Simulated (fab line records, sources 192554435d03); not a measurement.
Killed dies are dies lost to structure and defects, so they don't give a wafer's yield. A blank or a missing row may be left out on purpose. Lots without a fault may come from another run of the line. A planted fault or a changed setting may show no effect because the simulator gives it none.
Chamber matching | flow n5_finfet | N5_BEOL_M2_CO_CAP_55 on cvd_co-01: 3 sister chambers
The step material Co, precursor CCTBA/H2, target thk 2 nm, time 102.1 s. 3 wafers are shown with their chamber, then 11 later ones without.

WAFERS WITH THEIR CHAMBER
wafer  | chamber | heater_power_w (W)
L093.4 | 0       | 242
L093.6 | 2       | 245
L092.1 | 1       | 231

WAFERS WITHOUT THEIR CHAMBER
wafer  | heater_power_w (W)
L092.2 | 248
L092.3 | 241
L095.1 | 235
L095.3 | 231
L095.6 | 235
L097.1 | 248
L097.3 | 239
L097.6 | 235
L096.1 | 239
L096.4 | 239
L096.5 | 231

WHICH CHAMBER EACH WENT THROUGH
wafer  | from the rows above          | in truth
L092.2 | can't be placed: 2 or 0      | 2
L092.3 | can't be placed: 0 or 2      | 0
L095.1 | can't be placed: 1 or 0      | 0
L095.3 | 1                            | 1
L095.6 | can't be placed: 1 or 0      | 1
L097.1 | can't be placed: 2 or 0      | 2
L097.3 | can't be placed: 0 or 2 or 1 | 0
L097.6 | can't be placed: 1 or 0      | 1
L096.1 | can't be placed: 0 or 2 or 1 | 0
L096.4 | can't be placed: 0 or 2 or 1 | 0
L096.5 | 1                            | 1
Placed correctly: 2 of 11. Can't be placed from these rows: 9 (the true chamber is among the candidates in 9). Placed wrongly: 0.
How it was worked out, from the rows above alone: a wafer's distance from a chamber is the root of the sum, over the readings, of the square of ((its reading less the chamber's mean) divided by the reading's scatter). The wafer belongs to the nearest chamber; if the next one is less than 2 further off, it can't be placed. A chamber's mean is the mean of its shown wafers. The scatter: with one shown wafer a chamber, the root of the mean of the squares of how far each hidden wafer lies from its nearest shown one.
